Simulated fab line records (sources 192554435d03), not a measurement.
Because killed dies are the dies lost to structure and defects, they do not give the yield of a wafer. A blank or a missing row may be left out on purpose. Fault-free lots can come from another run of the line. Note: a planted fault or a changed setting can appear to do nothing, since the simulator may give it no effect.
Check of tool commonality + flow n5 finfet + Lots sampled 10, wafers sampled 29

== THE REASON FOR OPENING IT ==
N5_BEOL_M4_RC_MEAS_101, reading CJ_N: flagged on 3 of 10 lots. Wafers without a fault read 4.34, standard deviation 0.12.
Rule: a lot is flagged in two cases, either no wafer of it has a number, or all its wafers with numbers fall more than 4 standard deviations from that mean. The other lots count as sound.

| lot  | measured     | on        | CJ_N, wafer by wafer | flag    |
|------|--------------|-----------|----------------------|---------|
| L418 | day 7 18:56  | prober-02 | 4.06 4.25 4.06       |         |
| L419 | day 7 21:52  | prober-01 | 4.16 4.10 4.04       |         |
| L421 | day 8 17:58  | prober-01 | 4.23 4.11 4.26       |         |
| L423 | day 10 22:53 | prober-02 | 4.34 4.22            |         |
| L430 | day 11 11:46 | prober-01 | 3.55 3.66 3.57       | FLAGGED |
| L431 | day 11 14:35 | prober-01 | 4.27 4.16 4.22       |         |
| L432 | day 11 17:31 | prober-01 | 3.53 3.64 3.64       | FLAGGED |
| L433 | day 11 19:11 | prober-02 | 3.62 3.65 3.71       | FLAGGED |
| L435 | day 12 15:38 | prober-02 | 4.33 4.19 4.52       |         |
| L440 | day 14 07:34 | prober-01 | 4.33 4.44 4.28       |         |
Average over the flagged lots: 3.62; offset from the usual -0.72, equal to -6 standard deviations.

== TOOL THAT RAN EACH LOT ==
Before the reading, the record contains 2 process steps out of a 1938-step route. Every cell lists first the tool, next ch and the chambers used by the sampled wafers, and last the start.
| lot  | flag    | N5_ZERO_LAYER_STRIP_24              | N5_WELL_APT_IMPLANT_32         |
|------|---------|-------------------------------------|--------------------------------|
| L418 |         | plasma asher-02 ch 0,1, day 1 18:57 | implanter-01 ch 0, day 1 21:20 |
| L419 |         | plasma asher-01 ch 0, day 2 01:02   | implanter-02 ch 0, day 2 03:30 |
| L421 |         | plasma asher-01 ch 0,1, day 2 12:55 | implanter-02 ch 0, day 2 15:32 |
| L423 |         | plasma asher-02 ch 0,1, day 3 01:05 | implanter-02 ch 0, day 3 03:24 |
| L430 | FLAGGED | plasma asher-01 ch 0,1, day 4 19:05 | implanter-02 ch 0, day 4 21:58 |
| L431 |         | plasma asher-02 ch 0,1, day 5 01:23 | implanter-01 ch 0, day 5 03:50 |
| L432 | FLAGGED | plasma asher-02 ch 0,1, day 5 06:55 | implanter-02 ch 0, day 5 10:53 |
| L433 | FLAGGED | plasma asher-02 ch 0,1, day 5 13:03 | implanter-02 ch 0, day 5 19:37 |
| L435 |         | plasma asher-02 ch 1, day 6 01:01   | implanter-01 ch 0, day 6 03:53 |
| L440 |         | plasma asher-02 ch 0,1, day 7 06:55 | implanter-01 ch 0, day 7 09:14 |
These steps, and what they do:
- N5_ZERO_LAYER_STRIP_24: strips in O2.
- N5_WELL_APT_IMPLANT_32
- N5_BEOL_M4_RC_MEAS_101

== FLAGGED AGAINST TOTAL, ONE TOOL AT A TIME (gauges that did the reading follow at the end) ==
| step                   | tool            | lots run | flagged | share of the flagged lots | sound lots run after its first flagged lot |
|------------------------|-----------------|----------|---------|---------------------------|--------------------------------------------|
| N5_ZERO_LAYER_STRIP_24 | plasma asher-01 | 3        | 1       | some                      | 0                                          |
| N5_ZERO_LAYER_STRIP_24 | plasma asher-02 | 7        | 2       | some                      | 2 (L435,L440)                              |
| N5_WELL_APT_IMPLANT_32 | implanter-01    | 4        | 0       | none                      | -                                          |
| N5_WELL_APT_IMPLANT_32 | implanter-02    | 6        | 3       | all                       | 0                                          |
| N5_BEOL_M4_RC_MEAS_101 | prober-01       | 6        | 2       | some                      | 2 (L431,L440)                              |
| N5_BEOL_M4_RC_MEAS_101 | prober-02       | 4        | 1       | some                      | 1 (L435)                                   |

== WHAT IS ALLOWED BY THE TABLE ==
All flagged lots share 1 row of the table, namely implanter-02 at N5_WELL_APT_IMPLANT_32.
- implanter-02 at N5_WELL_APT_IMPLANT_32 ran 6 lots, 3 of them flagged. Its last sound lot is L423 (day 3 03:24), its first flagged lot L430 (day 4 21:58): a fault that began between those two fits. Its own readings lie more than 4 standard deviations out on every wafer of the flagged lots: dose ions cm2, faraday current uA.
implanter-02 at N5_WELL_APT_IMPLANT_32 is the single tool remaining.

== WHAT THE SIMULATOR HAD PUT IN ==
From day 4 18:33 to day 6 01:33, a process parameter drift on implanter-02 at N5_WELL_APT_IMPLANT_32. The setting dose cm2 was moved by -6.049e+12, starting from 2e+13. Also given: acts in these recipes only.
Struck lots among those shown: L430, L432, L433. The rule given above showed the same thing.
